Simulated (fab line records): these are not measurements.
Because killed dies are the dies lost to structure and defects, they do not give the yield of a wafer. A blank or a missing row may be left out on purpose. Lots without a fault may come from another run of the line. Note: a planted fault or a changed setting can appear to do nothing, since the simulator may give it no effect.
Comparing a struck lot with a sound one	flow nand-harc	14 steps out of a route of 1159
Sound: these wafers, L434.1, L434.2, L434.4. Struck: wafers L443.3, L443.6. (L443.2 of the same lot was not struck and is left out.) The cause comes at the end.
Per side, at each step with rows, come the tool, then ch with its chambers, and then its first start. Under that, the readings that differ: sound wafers	struck wafers	difference of the means	sigmas: that difference in standard deviations of wafers without a fault.
alike: readings with means less than 2 such deviations apart, plus words and numbers identical on both sides. not compared: withheld readings, readings lacking a value on some wafer, bounds such as >300 that could conceal the same value, and numbers that have no deviation in the record and whose values overlap.
Wherever a step has rows on one side only, a row that says differs or no value, or a row with sigmas, the two part there. Numbers that have no deviation but don't overlap get no sigmas and don't part them. A reading that every wafer of one side lacks parts them only if that side has two wafers or more.

first, 9 steps without rows for these wafers: NHARC_A_STAIRCASE_DEHYDRATE_01 (time 120 s); NHARC_A_STAIRCASE_HMDS_02 (time 30 s); NHARC_A_STAIRCASE_COAT_03; NHARC_A_STAIRCASE_SOFTBAKE_04 (time 170 s); NHARC_A_STAIRCASE_EBR_05; NHARC_A_STAIRCASE_EXPOSE_06 (exposes mask STAIR); NHARC_A_STAIRCASE_PEB_07 (peb time 130 s); NHARC_A_STAIRCASE_DEVELOP_08 (time 140 s); NHARC_A_STAIRCASE_HARDBAKE_10 (time 140 s).
NHARC_A_STAIRCASE_DESCUM_11: chemistry O2, time 3 s.
  sound on rie-diel-03 ch 1,2,3, day 12 03:53; struck on rie-diel-07 ch 2,3, day 15 06:58
  alike: chamber-pressure-mTorr, drypump-motor-current-A, oes-product-au, rf-vpp-V, showerhead-plenum-p-Torr, throttle-valve-pct
  not compared: rf-hours-counter-h
NHARC_A_STAIRCASE_TRIM_12: chemistry O2, time 211.2 s.
  sound on rie-diel-03 ch 0,1,2, day 12 04:02; struck on rie-diel-07 ch 0, day 15 07:02
  alike: chamber-pressure-mTorr, drypump-motor-current-A, oes-product-au, rf-vpp-V, showerhead-plenum-p-Torr, throttle-valve-pct
  not compared: rf-hours-counter-h
NHARC_A_STAIRCASE_ETCH_13: etches the open film in C4F8/O2, target depth 100 nm, time 40.5 s.
  sound on rie-diel-03 ch 0,1,3, day 12 04:11; struck on rie-diel-07 ch 1,2, day 15 07:13
reading	sound	struck	difference	sigmas
run-length-s (s)	61.5 62.4 62.6	52.8 53.1	-9.2	-22
  alike: chamber-pressure-mTorr, oes-product-au, rf-vpp-V
  not compared: rf-hours-counter-h
NHARC_A_STAIRCASE_TRIM_14: chemistry O2, time 211.2 s.
  sound on rie-diel-03 ch 0,2,3; struck on rie-diel-07 ch 1
  alike: chamber-pressure-mTorr, drypump-motor-current-A, oes-product-au, rf-vpp-V, showerhead-plenum-p-Torr, throttle-valve-pct
  not compared: rf-hours-counter-h
-- break in the record here, with 9 days between the starts of the struck wafers on either side (left off in module A_STAIRCASE, picked up again in module END, where the first step shown is number 1159 on the route) --
NHARC_END_SORT_01:
  the record has rows for the struck wafers here (prober-01 ch 0, day 23 23:43) and none for the sound ones

== WHERE THEY PART ==
At NHARC_A_STAIRCASE_ETCH_13 first; at NHARC_END_SORT_01 last (within this record only).

WHY: what had been put in by the simulator
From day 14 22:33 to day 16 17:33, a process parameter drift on rie-diel-07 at NHARC_A_STAIRCASE_ETCH_13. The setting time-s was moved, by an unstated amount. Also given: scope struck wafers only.
